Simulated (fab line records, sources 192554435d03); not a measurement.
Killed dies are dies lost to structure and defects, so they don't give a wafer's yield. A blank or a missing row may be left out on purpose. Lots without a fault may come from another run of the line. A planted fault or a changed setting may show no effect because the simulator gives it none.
fab line records | flow n5_finfet
record lots=5 wafers=15 last_day=16
route steps=1938 shown ILD0@335 SDB@347
lots that met no fault: from a run of the same line without faults
start_h: hours from the record's first day to the start of the lot's first wafer shown | wait_h: hours since the lot's step before | " the same as in the row above | L1.1+2: a row that stands for several wafers | - no value, or no start given | * or withheld: withheld | < > ~ a bound
route shown NAME@n: a module of which the file shows steps, and the number in the route of the first | usual: mean/standard deviation of fault-free wafers | same: alike in all rows | chamber/n: place in a boat | sites: the reading at each site | _std_site: their standard deviation | _edge_site: outer sites' mean less inner sites' | radius_mm: how far each site lies from the wafer's centre | mask NAME#n: copy n | behind: the tool/chamber that last shaped the wafer | hold: why the lot was held/for how many hours/how that ended | device: the transistor (n, p or np) that didn't switch | end of line: the same wafers' tests at the end of the route | a step without rows: its recipe alone | killed: dies lost to structure and defects at the first sort, not the wafer's yield | map: a wafer's dies, x killed, . not, _ none there
set.NAME: the setting as run; set.NAME@STEP: as run at that earlier step | model.NAME: the simulator's own value behind a step, which no gauge read
lots at some steps of the route; a table a step, a row a wafer
services: from which hour (start_h, from the record's first day; less than 0 if before it) a tool's chamber was out of use, for how many hours, and why
## steps
# step N5_ILD0_LINER_00
# recipe material=SiNx target_thk_a=40 temp_c=400 ald_precursor_family=SiH2I2 ald_co_reactant=N2/H2-plasma pulse_time_s=1 purge_time_s=2 co_reactant_purge_time_s=2 ald_cycles=80 pressure_torr=2
# usual heater_power_w=813/62 precursor_pulse_height_rel=1.000/0.02
# columns lot.wafer tool chamber start_h wait_h heater_power_w precursor_pulse_height_rel
L080.1 ald_sin-02 1 98.03 1.4 851 0.971
L080.3 " 3 " " 848 0.989
L080.5 " 2 " " 859 0.978
L081.1 ald_sin-01 1 102.75 0.7 751 1.008
L081.3 " 2 " " 827 0.976
L081.4 " 3 " " 942 0.999
L088.3 ald_sin-01 0 147.27 0.0 807 0.982
L088.5 " 1 " " 743 0.988
L088.6 " 2 " " 856 0.991
L090.1 ald_sin-02 2 160.89 0.0 881 1.010
L090.2 " 0 " " 833 0.986
L090.5 " 1 " " 843 1.007
L091.1 ald_sin-03 1 161.25 0.0 697 1.024
L091.4 " 2 " " 860 1.003
L091.6 " 2 " " 838 0.998
# step N5_ILD0_FCVD_FILL_01
# recipe material=SiO2_flowable target_thk_a=2000 temp_c=100 pressure_torr=0.8 rf_w=2000 time_s=328.3
# columns lot.wafer tool chamber start_h wait_h
L080.1+3+5 fcvd-01 0 98.45 0.2
L081.1+3+4 fcvd-01 0,0,1 103.17 0.2
L088.3+5+6 fcvd-01 1,0,1 147.81 0.3
L090.1+2+5 fcvd-02 1,0,1 161.31 0.2
L091.1+4+6 fcvd-01 1,0,1 161.67 0.2
# step N5_ILD0_CURE_02
# recipe temp_c=450 time_s=1800 ambient=steam idle_temp_c=400 ramp_up_c_per_min=5 ramp_down_c_per_min=3 densification_p_h2o_torr=640
# usual tube_center_temp_C=450.01/0.035 zone_power_top_pct=12.8/0.48
# columns lot.wafer tool chamber start_h wait_h tube_center_temp_C zone_power_top_pct
L080.1 furnace-02 0 98.84 0.3 449.97 13.6
L080.3 " 0 " " 450.01 13.4
L080.5 " 0 " " 450.01 13.5
L081.1 furnace-01 0 103.73 0.4 450.01 12.9
L081.3 " 0 " " 449.99 12.8
L081.4 " 0 " " 450.02 12.8
L088.3 furnace-02 0 148.08 0.2 449.98 13.2
L088.5 " 0 " " 450.03 13.5
L088.6 " 0 " " 449.99 13.3
L090.1 furnace-03 0 161.70 0.3 450.01 12.1
L090.2 " 0 " " 450.07 12.0
L090.5 " 0 " " 450.01 12.1
L091.1 furnace-01 0 162.06 0.3 449.99 12.7
L091.4 " 0 " " 450.01 12.7
L091.6 " 0 " " 450.06 12.7
# step N5_ILD0_CMP_03
# recipe stop_on=SiNx t_overpolish_s=1.9 post_cmp_clean=alkaline_brush down_force_psi=4.1491 platen_rpm=51.796 pad_velocity_m_s=1.0306 target_thk_nm=197.38
# usual motor_current_A=12.2/1 overpolish_run_s=1.900/0.0094 time_to_endpoint_s=69/3.1
# columns lot.wafer tool chamber start_h wait_h motor_current_A overpolish_run_s time_to_endpoint_s
L080.1 cmp-02 0 100.44 0.1 12.2 1.906 68
L080.3 " 2 " " 13.9 1.903 73
L080.5 " 0 " " 13.2 1.906 69
L081.1 cmp-04 1 105.29 0.0 12.1 1.894 80
L081.4 " 3 " " 13.8 1.913 74
L081.3 " 0 " " 11.6 1.915 74
L088.3 cmp-04 2 149.71 0.1 12.1 1.890 66
L088.6 " 0 " " 12.5 1.904 69
L088.5 " 1 " " 12.1 1.903 72
L090.1 cmp-02 1 163.30 0.1 13.2 1.909 71
L090.2 " 2 " " 13.9 1.905 70
L090.5 " 0 " " 13.1 1.904 72
L091.4 cmp-04 3 163.66 0.1 13.0 1.906 71
L091.1 " 0 " " 11.6 1.900 67
L091.6 " 2 " " 12.8 1.895 64
# step N5_ILD0_THK_MEAS_04
# usual thk_nm=197.4/1
# columns lot.wafer tool chamber start_h wait_h thk_nm
L080.1 film_metro-02 - 100.69 - 197.7
L080.3 " - " " 198.5
L080.5 " - " " 197.6
L081.1 film_metro-02 - 105.58 - 198.6
L081.3 " - " " 197.9
L081.4 " - " " 198.1
L088.3 film_metro-02 - 149.93 - 194.7
L088.5 " - " " 198.0
L088.6 " - " " 198.0
L090.1 film_metro-01 - 163.55 - 198.4
L090.2 " - " " 196.9
L090.5 " - " " 196.3
L091.1 film_metro-02 - 163.91 - 197.1
L091.4 " - " " 198.5
L091.6 " - " " 197.8
# step N5_ILD0_CMP_07
# recipe stop_on=poly-Si material=SiO2_flowable t_overpolish_s=1.18 post_cmp_clean=alkaline_brush down_force_psi=4.1491 platen_rpm=51.796 pad_velocity_m_s=1.0306 target_thk_nm=138.88
# usual motor_current_A=12.3/0.99
# columns lot.wafer tool chamber start_h wait_h motor_current_A
L080.1 cmp-02 0 100.72 0.0 12.4
L080.3 " 1 " " 12.6
L080.5 " 0 " " 13.4
L081.3 cmp-03 3 105.65 0.1 11.0
L081.1 " 0 " " 12.8
L081.4 " 1 " " 11.8
L088.3 cmp-03 2 150.00 0.1 11.1
L088.6 " 1 " " 13.0
L088.5 " 2 " " 11.3
L090.2 cmp-03 1 163.66 0.1 12.9
L090.1 " 2 " " 11.2
L090.5 " 0 " " 12.0
L091.1 cmp-04 3 164.02 0.1 13.3
L091.4 " 0 " " 11.8
L091.6 " 2 " " 11.6
# step N5_ILD0_THK_MEAS_08
# usual thk_nm=138.8/1
# columns lot.wafer tool chamber start_h wait_h thk_nm
L080.1 film_metro-01 - 101.02 - 139.5
L080.3 " - " " 139.7
L080.5 " - " " 139.6
L081.1 film_metro-02 - 105.90 - 138.3
L081.3 " - " " 137.1
L081.4 " - " " 136.9
L088.3 film_metro-02 - 150.26 - 139.2
L088.5 " - " " 139.9
L088.6 " - " " 138.1
L090.1 film_metro-01 - 163.88 - 138.1
L090.2 " - " " 136.3
L090.5 " - " " 138.2
L091.1 film_metro-01 - 164.24 - 138.2
L091.4 " - " " 138.5
L091.6 " - " " 137.8
# step N5_ILD0_PRECLEAN_10
# recipe chemistry=NF3:NH3 afs_cycles=5 time_s=20 temp_c=30 sublimation_temp_c=180 sublimation_time_s=60 pressure_torr=3 rf_power_w=30
# usual rf_power_w=30.02/0.085 temp_c=30.01/0.1
# columns lot.wafer tool chamber start_h wait_h rf_power_w temp_c
L080.1 remote_plasma-01 1 101.06 0.0 30.06 29.97
L080.3 " 1 " " 30.16 29.96
L080.5 " 1 " " 30.13 30.01
L081.1 remote_plasma-02 0 105.94 0.0 29.93 30.16
L081.3 " 0 " " 30.01 29.99
L081.4 " 0 " " 30.04 29.97
L088.3 remote_plasma-02 0 150.51 0.3 30.22 29.87
L088.5 " 0 " " 30.11 29.84
L088.6 " 0 " " 30.12 29.93
L090.1 remote_plasma-02 1 163.91 0.0 30.03 30.08
L090.2 " 1 " " 29.99 30.04
L090.5 " 1 " " 29.94 30.10
L091.1 remote_plasma-01 1 164.27 0.0 29.92 29.92
L091.4 " 1 " " 30.02 30.02
L091.6 " 1 " " 30.02 29.97
# step N5_ILD0_ALD_15
# recipe material=SiNx target_thk_a=240 temp_c=400 ald_precursor_family=SiH2I2 ald_co_reactant=N2/H2-plasma pulse_time_s=1 ald_cycles=480 purge_time_s=2 co_reactant_purge_time_s=2 pressure_torr=2
# usual heater_power_w=823/58 precursor_pulse_height_rel=1.000/0.021
# columns lot.wafer tool chamber start_h wait_h heater_power_w precursor_pulse_height_rel
L080.1 ald_sin-02 2 101.99 0.8 852 1.002
L080.3 " 0 " " 856 1.006
L080.5 " 3 103.07 1.5 866 0.993
L081.1 ald_sin-03 1 106.62 0.6 706 1.009
L081.3 " 2 " " 834 1.021
L081.4 " 0 107.71 1.3 763 1.020
L088.3 ald_sin-02 2 150.97 0.4 844 1.006
L088.5 " 1 152.06 1.2 846 0.974
L088.6 " 2 " " 851 1.037
L090.1 ald_sin-02 0 164.64 0.6 847 0.988
L090.2 " 3 " " 845 1.018
L090.5 " 2 165.73 1.3 855 0.987
L091.1 ald_sin-01 0 165.61 1.1 809 0.995
L091.4 " 2 " " 836 0.960
L091.6 " 2 166.70 1.1 831 0.996
# step N5_ILD0_CMP_12
# recipe stop_on=poly-Si material=SiNx t_overpolish_s=6 post_cmp_clean=alkaline_brush down_force_psi=2.5 platen_rpm=51.8 pad_velocity_m_s=1.0307 target_thk_nm=17.67
# usual motor_current_A=9.0/0.68 overpolish_run_s=6.001/0.0086 time_to_endpoint_s=29.1/2.6
# columns lot.wafer tool chamber start_h wait_h motor_current_A overpolish_run_s time_to_endpoint_s
L080.3 cmp-04 2 104.19 1.1 9.4 5.984 26.0
L080.1 " 3 " " 8.9 5.998 32.5
L080.5 " 2 " " 9.5 6.021 27.6
L081.4 cmp-02 2 108.82 0.0 9.6 6.016 31.5
L081.3 " 3 " " 7.8 6.010 29.1
L081.1 " 1 " " 9.2 5.991 31.5
L088.3 cmp-03 3 153.17 1.1 7.9 5.998 25.0
L088.5 " 3 " " 7.9 6.007 23.4
L088.6 " 0 " " 8.8 5.991 29.1
L090.1 cmp-02 1 166.88 1.2 8.8 5.999 30.7
L090.2 " 3 " " 7.7 5.995 31.8
L090.5 " 0 " " 9.8 6.001 30.4
L091.1 cmp-02 0 167.98 1.3 9.6 6.008 27.6
L091.4 " 1 " " 9.2 5.994 31.1
L091.6 " 0 " " 9.3 6.007 27.2
# step N5_ILD0_THK_MEAS_13
# usual thk_nm=17.8/1.1
# columns lot.wafer tool chamber start_h wait_h thk_nm
L080.1 film_metro-02 - 104.48 - 18.1
L080.3 " - " " 18.1
L080.5 " - " " 18.0
L081.1 film_metro-02 - 109.12 - 17.5
L081.3 " - " " 17.5
L081.4 " - " " 18.0
L088.3 film_metro-01 - 153.47 - 15.7
L088.5 " - " " 15.4
L088.6 " - " " 18.0
L090.1 film_metro-01 - 167.13 - 18.2
L090.2 " - " " 18.8
L090.5 " - " " 18.5
L091.1 film_metro-02 - 168.27 - 18.2
L091.4 " - " " 18.3
L091.6 " - " " 17.8
# step N5_ILD0_INSPECT_06
# recipe inspect_instrument=darkfield mode=post_cmp
# usual raw_defect_count=35/14
# columns lot.wafer tool chamber start_h wait_h raw_defect_count
L080.1 defect_inspect-02 - 104.51 0.0 45
L080.3 " - " " 26
L080.5 " - " " 25
L081.1 defect_inspect-02 - 109.14 0.0 53
L081.3 " - " " 32
L081.4 " - " " 50
L088.3 defect_inspect-01 - 153.50 0.0 29
L088.5 " - " " 45
L088.6 " - " " 39
L090.1 defect_inspect-01 - 167.16 0.0 35
L090.2 " - " " 32
L090.5 " - " " 22
L091.1 defect_inspect-01 - 168.30 0.0 32
L091.4 " - " " 35
L091.6 " - " " 21
# step N5_SDB_HM_DEP_00
# recipe material=SiNx target_thk_a=400 temp_c=400 precursor=SiH4/NH3/N2 pressure_torr=1.5 rf_w=300 time_s=35.3
# usual heater_power_w=735/87 showerhead_plenum_p_Torr=5.14/0.076 throttle_valve_pct=39.8/1.6
# columns lot.wafer tool chamber start_h wait_h heater_power_w showerhead_plenum_p_Torr throttle_valve_pct
L080.1 pecvd-04 0 104.54 0.0 749 5.11 42.8
L080.3 " 1 " " 840 5.10 37.4
L080.5 " 2 " " 888 5.17 37.8
L081.1 pecvd-03 1 109.18 0.0 700 5.19 41.2
L081.3 " 2 " " 595 5.25 38.2
L081.4 " 1 " " 708 5.18 41.3
L088.3 pecvd-01 0 153.56 0.1 828 4.98 40.2
L088.5 " 0 " " 864 4.98 39.9
L088.6 " 1 " " 680 5.05 40.0
L090.1 pecvd-03 1 167.20 0.0 713 5.18 41.4
L090.2 " 0 " " 717 5.18 41.1
L090.5 " 2 " " 706 5.23 38.1
L091.1 pecvd-01 2 168.34 0.0 631 5.11 38.1
L091.4 " 1 " " 787 5.05 40.0
L091.6 " 0 " " 743 4.97 40.2
# step N5_SDB_COAT_03
# recipe resist=SOC temp_c=250 time_s=60 spin_rpm=1500 resist_thk_nm=100
# columns lot.wafer tool chamber start_h wait_h
L080.1+3+5 litho_track-01 0 104.63 0.1
L081.1+3+4 litho_track-02 0 109.26 0.1
L088.3+5+6 litho_track-02 0 153.64 0.1
L090.1+2+5 litho_track-02 0 167.28 0.1
L091.1+4+6 litho_track-02 0 168.42 0.1
# step N5_SDB_COAT_04
# recipe resist=SiARC temp_c=220 time_s=60 spin_rpm=1500 resist_thk_nm=18
# columns lot.wafer tool chamber start_h wait_h
L080.1+3+5 litho_track-01 0 - -
L081.1+3+4 litho_track-02 0 - -
L088.3+5+6 litho_track-02 0 - -
L090.1+2+5 litho_track-02 0 - -
L091.1+4+6 litho_track-02 0 - -
# step N5_SDB_COAT_05
# recipe resist=CAR-ArF spin_rpm=1500 resist_thk_nm=90
# columns lot.wafer tool chamber start_h wait_h
L080.1+3+5 litho_track-01 0 - -
L081.1+3+4 litho_track-02 0 - -
L088.3+5+6 litho_track-02 0 - -
L090.1+2+5 litho_track-02 0 - -
L091.1+4+6 litho_track-02 0 - -
# step N5_SDB_EBR_07
# recipe solvent=PGMEA ebr_width_mm=1.5
# columns lot.wafer tool chamber start_h wait_h
L080.1+3+5 litho_track-01 0 - -
L081.1+3+4 litho_track-02 0 - -
L088.3+5+6 litho_track-02 0 - -
L090.1+2+5 litho_track-02 0 - -
L091.1+4+6 litho_track-02 0 - -
# step N5_SDB_SOFTBAKE_06
# recipe temp_c=110 time_s=60 resist=CAR-ArF
# columns lot.wafer tool chamber start_h wait_h
L080.1+3+5 litho_track-01 0 - -
L081.1+3+4 litho_track-02 0 - -
L088.3+5+6 litho_track-02 0 - -
L090.1+2+5 litho_track-02 0 - -
L091.1+4+6 litho_track-02 0 - -
# step N5_SDB_EXPOSE_08
# recipe mask_id=SDB na=1.35 source_shape=conventional sigma_outer=0.5 polarization=unpolarized dose_mj=49.6
# usual focus_offset_nm=-0.1/0.54
# columns lot.wafer tool chamber start_h wait_h mask focus_offset_nm
L080.1 arfi_scanner-03 0 104.87 - SDB#0 0.4
L080.3 " 0 " " SDB#0 -0.3
L080.5 " 0 " " SDB#0 -0.8
L081.1 arfi_scanner-01 0 109.50 - SDB#0 -0.6
L081.3 " 0 " " SDB#0 0.2
L081.4 " 0 " " SDB#0 -0.4
L088.3 arfi_scanner-01 0 153.77 - SDB#0 -0.4
L088.5 " 0 " " SDB#0 -0.4
L088.6 " 0 " " SDB#0 -0.7
L090.1 arfi_scanner-02 0 167.52 - SDB#0 0.1
L090.2 " 0 " " SDB#0 -0.1
L090.5 " 0 " " SDB#0 0.6
L091.1 arfi_scanner-01 0 168.66 - SDB#0 -0.2
L091.4 " 0 " " SDB#0 -0.7
L091.6 " 0 " " SDB#0 -0.9
# step N5_SDB_PEB_09
# recipe peb_temp_c=withheld peb_time_s=60 resist=CAR-ArF
# columns lot.wafer tool chamber start_h wait_h
L080.1+3+5 litho_track-03 0 104.93 0.1
L081.1+3+4 litho_track-02 0 109.56 0.1
L088.3+5+6 litho_track-02 0 153.82 0.0
L090.1+2+5 litho_track-01 0 167.58 0.1
L091.1+4+6 litho_track-03 0 168.72 0.1
# step N5_SDB_DEVELOP_10
# recipe develop_time_s=30 developer=TMAH resist=CAR-ArF rinse_liquid=diw dry=air_spin dev_temp_c=23
# columns lot.wafer tool chamber start_h wait_h
L080.1+3+5 litho_track-03 0 - -
L081.1+3+4 litho_track-02 0 - -
L088.3+5+6 litho_track-02 0 - -
L090.1+2+5 litho_track-01 0 - -
L091.1+4+6 litho_track-03 0 - -
# step N5_SDB_CD_MEAS_11
# recipe target_cd_nm=50 landing_energy_ev=500 detector=se_inlens polarity=opening
# usual cd_nm=50.5/1.1
# columns lot.wafer tool chamber start_h wait_h cd_nm
L080.1 cd_sem-01 0 104.99 - 49.3
L080.3 " 0 " " 48.8
L080.5 " 0 " " 49.5
L081.1 cd_sem-03 0 109.63 - 51.5
L081.3 " 0 " " 50.9
L081.4 " 0 " " 49.8
L088.3 cd_sem-02 0 153.89 - 51.0
L088.5 " 0 " " 50.0
L088.6 " 0 " " 50.1
L090.1 cd_sem-03 0 167.65 - 51.1
L090.2 " 0 " " 52.1
L090.5 " 0 " " 50.6
L091.1 cd_sem-01 0 168.79 - 49.7
L091.4 " 0 " " 50.2
L091.6 " 0 " " 48.5
# step N5_SDB_OVL_MEAS_12
# recipe points_per_wafer=44
# usual SDB_OVL=0.1/0.79
# same points_per_wafer=44
# columns lot.wafer tool chamber start_h wait_h SDB_OVL[nm]
L080.1 overlay-01 0 105.02 0.0 1.3
L080.3 " 0 " " 0.7
L080.5 " 0 " " 1.4
L081.1 overlay-01 0 109.66 0.0 -0.7
L081.3 " 0 " " -0.7
L081.4 " 0 " " -0.9
L088.3 overlay-01 0 153.92 0.0 -0.9
L088.5 " 0 " " -1.4
L088.6 " 0 " " -0.8
L090.1 overlay-02 0 167.68 0.0 -1.1
L090.2 " 0 " " -0.1
L090.5 " 0 " " -0.8
L091.1 overlay-01 0 168.82 0.0 -0.3
L091.4 " 0 " " -0.3
L091.6 " 0 " " -1.3
# step N5_SDB_INSPECT_13
# recipe mode=adi inspect_instrument=brightfield
# usual raw_defect_count=67/26
# columns lot.wafer tool chamber start_h wait_h raw_defect_count
L080.1 defect_inspect-01 - 105.05 0.0 58
L080.3 " - " " 76
L080.5 " - " " 99
L081.1 defect_inspect-02 - 109.68 0.0 77
L081.3 " - " " 43
L081.4 " - " " 124
L088.3 defect_inspect-01 - 153.94 0.0 42
L088.5 " - " " 60
L088.6 " - " " 46
L090.1 defect_inspect-01 - 167.70 0.0 42
L090.2 " - " " 32
L090.5 " - " " 61
L091.1 defect_inspect-01 - 168.85 0.0 103
L091.4 " - " " 109
L091.6 " - " " 74
# step N5_SDB_DESCUM_16
# recipe chemistry=O2 time_s=7.9 source_power_w=50 bias_power_w=20 pressure_mtorr=20 rf_frequency_hz=2.712e+07 temp_c=40 resist=CAR-ArF o2_flow_sccm=225
# usual drypump_motor_current_A=5.8/0.43 oes_product_au=0.79/0.097 rf_vpp_V=243.3/1.4 showerhead_plenum_p_Torr=2.09/0.071 temp_c=39.98/0.11 throttle_valve_pct=20.34/0.2
# columns lot.wafer tool chamber start_h wait_h drypump_motor_current_A oes_product_au rf_hours_counter_h rf_vpp_V showerhead_plenum_p_Torr temp_c throttle_valve_pct
L080.1 rie_diel-04 0 105.18 0.1 5.5 0.97 4 245.7 2.23 39.80 20.08
L080.3 " 1 " " 5.7 0.77 154 243.6 2.19 40.07 20.32
L080.5 " 2 " " 6.2 0.72 - 243.3 2.08 39.78 20.63
L081.1 rie_diel-03 0 109.72 0.0 5.8 0.67 250 243.2 2.05 39.84 20.51
L081.3 " 3 " " 6.1 0.91 30 243.8 2.12 40.01 20.26
L081.4 " 0 " " 5.8 0.67 - 242.6 2.05 39.87 20.47
L088.3 rie_diel-02 2 153.97 0.0 5.9 0.74 161 242.3 2.00 39.86 20.38
L088.5 " 3 " " 6.3 0.71 - 243.7 2.16 40.02 20.07
L088.6 " 2 " " 5.9 0.76 - 242.6 2.00 40.08 20.38
L090.1 rie_diel-02 1 167.74 0.0 5.6 0.68 233 242.5 1.98 40.13 20.51
L090.2 " 0 " " 5.9 0.91 49 244.0 2.12 40.01 20.22
L090.5 " 3 " " 6.3 0.72 - 243.5 2.16 39.93 20.08
L091.1 rie_diel-04 0 168.92 0.1 5.5 0.92 20 245.1 2.23 40.10 20.08
L091.4 " 2 " " 6.3 0.71 235 243.4 2.08 40.07 20.64
L091.6 " 3 " " 5.5 0.83 - 243.4 2.02 39.95 20.10
# step N5_SDB_ETCH_17
# recipe chemistry=CF4 target=SiARC target_depth_a=234 mask_material=CAR-ArF time_s=39 ion_energy_ev=80 pressure_mtorr=40 source_w=545 bias_w=36 Ar_flow_sccm=100 cf4_flow_sccm=100 ends=cleared
# usual drypump_motor_current_A=5.8/0.43 etch_rf_on_time_s=39.0/0.84 oes_product_au=0.68/0.082 rf_vpp_V=184.2/1.1 showerhead_plenum_p_Torr=2.14/0.069 throttle_valve_pct=15.55/0.19
# columns lot.wafer tool chamber start_h wait_h drypump_motor_current_A etch_rf_on_time_s oes_product_au rf_hours_counter_h rf_vpp_V showerhead_plenum_p_Torr throttle_valve_pct
L080.1 rie_diel-04 0 105.22 0.0 5.5 38.3 0.83 4 185.7 2.29 15.26
L080.3 " 1 " " 5.7 39.2 0.65 154 184.8 2.23 15.53
L080.5 " 2 " " 6.3 39.2 0.62 - 184.0 2.12 15.75
L081.1 rie_diel-03 0 109.75 0.0 5.8 40.5 0.57 250 182.5 2.12 15.84
L081.3 " 3 " " 6.1 38.8 0.76 30 184.1 2.18 15.48
L081.4 " 0 " " 5.7 40.7 0.57 - 184.1 2.12 15.82
L088.3 rie_diel-02 2 154.01 0.0 5.9 38.5 0.65 161 184.4 2.05 15.63
L088.5 " 3 " " 6.3 40.3 0.60 - 185.0 2.21 15.39
L088.6 " 2 " " 5.9 38.9 0.64 - 181.5 2.05 15.63
L090.1 rie_diel-02 1 167.77 0.0 5.6 38.6 0.59 233 183.3 2.03 15.72
L090.2 " 0 " " 5.9 38.3 0.76 49 184.0 2.18 15.39
L090.5 " 3 " " 6.3 40.3 0.60 - 184.8 2.21 15.43
L091.1 rie_diel-04 0 168.95 0.0 5.5 38.8 0.78 20 185.9 2.29 15.30
L091.4 " 2 " " 6.2 39.5 0.61 235 184.0 2.12 15.80
L091.6 " 3 " " 5.5 38.7 0.73 - 183.4 2.08 15.38
# step N5_SDB_ETCH_18
# recipe chemistry=N2/H2 target=SOC target_depth_a=1000 overetch_a=200 mask_material=SiARC temp_c=40 time_s=150 ion_energy_ev=200 pressure_mtorr=30 source_w=840 bias_w=150 n2_flow_sccm=200 h2_flow_sccm=200
# usual drypump_motor_current_A=5.8/0.43 n2_flow_sccm=200.1/0.67 oes_product_au=0.71/0.082 rf_vpp_V=524.1/2.4 showerhead_plenum_p_Torr=2.55/0.082 temp_c=40.01/0.11 throttle_valve_pct=17.77/0.19
# columns lot.wafer tool chamber start_h wait_h drypump_motor_current_A n2_flow_sccm oes_product_au rf_hours_counter_h rf_vpp_V showerhead_plenum_p_Torr temp_c throttle_valve_pct
L080.1 rie_diel-04 0 105.25 0.0 5.5 200.4 0.87 4 529.2 2.70 40.08 17.33
L080.3 " 1 " " 5.7 199.7 0.69 154 526.4 2.65 39.95 17.79
L080.5 " 2 " " 6.3 200.2 0.64 - 524.6 2.51 39.81 17.94
L081.1 rie_diel-03 0 109.79 0.0 5.8 199.8 0.62 250 521.8 2.50 39.91 18.11
L081.3 " 3 " " 6.1 200.7 0.80 30 525.2 2.59 40.20 17.69
L081.4 " 0 " " 5.7 200.3 0.61 - 523.9 2.50 39.93 18.14
L088.3 rie_diel-02 2 154.04 0.0 5.9 198.8 0.67 161 521.6 2.45 40.01 18.00
L088.5 " 3 " " 6.3 200.3 0.64 - 526.3 2.64 40.05 17.63
L088.6 " 2 " " 5.9 199.7 0.67 - 521.8 2.45 39.99 18.01
L090.1 rie_diel-02 1 167.81 0.0 5.6 201.9 0.62 233 521.0 2.40 40.06 17.80
L090.2 " 0 " " 6.0 198.5 0.79 49 524.9 2.57 39.94 17.64
L090.5 " 3 " " 6.3 199.6 0.64 - 525.9 2.64 39.96 17.64
L091.1 rie_diel-04 0 168.99 0.0 5.6 201.2 0.82 20 527.6 2.69 39.96 17.35
L091.4 " 2 " " 6.3 199.8 0.64 235 522.9 2.51 40.09 17.98
L091.6 " 3 " " 5.5 199.8 0.75 - 522.9 2.47 39.94 17.66
# step N5_SDB_STRIP_19
# recipe chemistry=N2/H2 temp_c=40 n2_flow_sccm=200 h2_flow_sccm=200 rf_frequency_hz=6e+07
# columns lot.wafer tool chamber start_h wait_h
L080.1+3+5 rie_diel-04 0,1,2 105.38 0.1
L081.1+3+4 rie_diel-03 0,3,0 109.92 0.1
L088.3+5+6 rie_diel-02 2,3,2 154.17 0.1
L090.1+2+5 rie_diel-02 1,0,3 167.93 0.1
L091.1+4+6 rie_diel-04 0,2,3 169.11 0.1
# step N5_SDB_STRIP_21
# recipe chemistry=CF4 resist=SiARC power_w=300 bias_power_w=75 pressure_mtorr=50 cf4_flow_sccm=150 rf_frequency_hz=6e+07
# usual drypump_motor_current_A=5.8/0.43 oes_product_au=0.78/0.09 rf_vpp_V=271.1/1.4 showerhead_plenum_p_Torr=1.79/0.056 throttle_valve_pct=13.52/0.2
# columns lot.wafer tool chamber start_h wait_h drypump_motor_current_A oes_product_au rf_hours_counter_h rf_vpp_V showerhead_plenum_p_Torr throttle_valve_pct
L080.1 rie_diel-04 0 105.39 0.0 5.5 0.95 4 273.1 1.91 13.16
L080.3 " 1 " " 5.7 0.76 154 271.8 1.86 13.47
L080.5 " 2 " " 6.3 0.71 - 270.6 1.76 13.73
L081.1 rie_diel-03 0 109.93 0.0 5.7 0.68 250 269.7 1.77 13.82
L081.3 " 3 " " 6.1 0.88 30 272.2 1.83 13.44
L081.4 " 0 " " 5.7 0.68 - 269.7 1.77 13.82
L088.3 rie_diel-02 2 154.18 0.0 5.9 0.74 161 269.7 1.71 13.60
L088.5 " 3 " " 6.3 0.71 - 272.2 1.84 13.40
L088.6 " 2 " " 5.9 0.74 - 269.6 1.71 13.60
L090.1 rie_diel-02 1 167.94 0.0 5.6 0.68 233 268.1 1.70 13.74
L090.2 " 0 " " 5.9 0.87 49 271.4 1.82 13.37
L090.5 " 3 " " 6.3 0.71 - 271.8 1.84 13.41
L091.1 rie_diel-04 0 169.12 0.0 5.5 0.89 20 273.5 1.91 13.19
L091.4 " 2 " " 6.3 0.70 235 270.0 1.76 13.75
L091.6 " 3 " " 5.6 0.82 - 269.3 1.75 13.37
# step N5_SDB_HM_OPEN_20
# recipe chemistry=CH3F/O2 target=SiNx mask_material=SOC target_depth_a=240 stop_on=poly-Si over_etch_frac=0.4 ion_energy_ev=120 pressure_mtorr=30 source_w=395 bias_w=73 Ar_flow_sccm=150 CH3F_flow_sccm=30 O2_flow_sccm=20
# usual CH3F_flow_sccm=30.00/0.085 drypump_motor_current_A=5.8/0.43 oes_product_au=0.65/0.076 rf_vpp_V=299/7.5 showerhead_plenum_p_Torr=2.01/0.069 throttle_valve_pct=16.31/0.2
# columns lot.wafer tool chamber start_h wait_h CH3F_flow_sccm drypump_motor_current_A oes_product_au rf_hours_counter_h rf_vpp_V showerhead_plenum_p_Torr throttle_valve_pct
L080.1 rie_diel-04 0 105.41 0.0 30.03 5.5 0.78 4 303 2.15 16.04
L080.3 " 1 " " 30.08 5.7 0.62 154 300 2.10 16.27
L080.5 " 2 " " 29.92 6.3 0.60 - 296 1.99 16.58
L081.1 rie_diel-03 0 109.95 0.0 30.06 5.8 0.55 250 303 1.98 16.58
L081.3 " 3 " " 30.00 6.1 0.72 30 309 2.04 16.20
L081.4 " 0 " " 30.01 5.8 0.56 - 302 1.98 16.56
L088.3 rie_diel-02 2 154.20 0.0 30.16 5.9 0.63 161 287 1.92 16.39
L088.5 " 3 " " 29.77 6.3 0.61 - 306 2.07 16.16
L088.6 " 2 " " 30.14 5.9 0.62 - 287 1.92 16.39
L090.1 rie_diel-02 1 167.96 0.0 29.94 5.6 0.56 233 290 1.89 16.42
L090.2 " 0 " " 29.77 5.9 0.73 49 306 2.03 16.14
L090.5 " 3 " " 29.88 6.3 0.59 - 306 2.07 16.17
L091.1 rie_diel-04 0 169.14 0.0 30.02 5.5 0.76 20 303 2.15 16.10
L091.4 " 2 " " 29.96 6.3 0.59 235 298 1.99 16.59
L091.6 " 3 " " 30.00 5.6 0.70 - 285 1.94 16.07
## services
# columns tool chamber start_h hours kind
arfi_scanner-01 - 74.12 0.8 pm
ald_sin-01 3 76.89 15.8 repair
cmp-02 - 79.15 1.1 repair
arfi_scanner-01 - 80.65 1.3 pm
ald_sin-02 0 83.17 1.5 repair
ald_sin-03 - 85.83 14.0 pm
arfi_scanner-02 - 87.45 1.3 pm
rie_diel-02 0 91.45 11.1 repair
arfi_scanner-01 - 91.81 1.2 repair
cmp-04 - 97.58 0.8 repair
rie_diel-02 3 99.64 9.0 repair
cmp-02 - 113.09 4.0 pm
pecvd-01 - 114.37 0.5 repair
rie_diel-02 3 117.67 8.6 repair
ald_sin-03 - 120.46 0.7 repair
fcvd-01 1 120.84 3.7 repair
rie_diel-04 - 122.84 15.6 pm
ald_sin-02 2 123.87 4.4 repair
cmp-02 - 126.03 1.2 repair
cmp-04 - 128.05 1.6 repair
arfi_scanner-01 - 155.74 1.2 repair
cmp-03 - 158.52 0.8 repair
cmp-03 - 165.89 4.2 repair
cmp-04 - 168.60 0.6 repair
## key
fault none
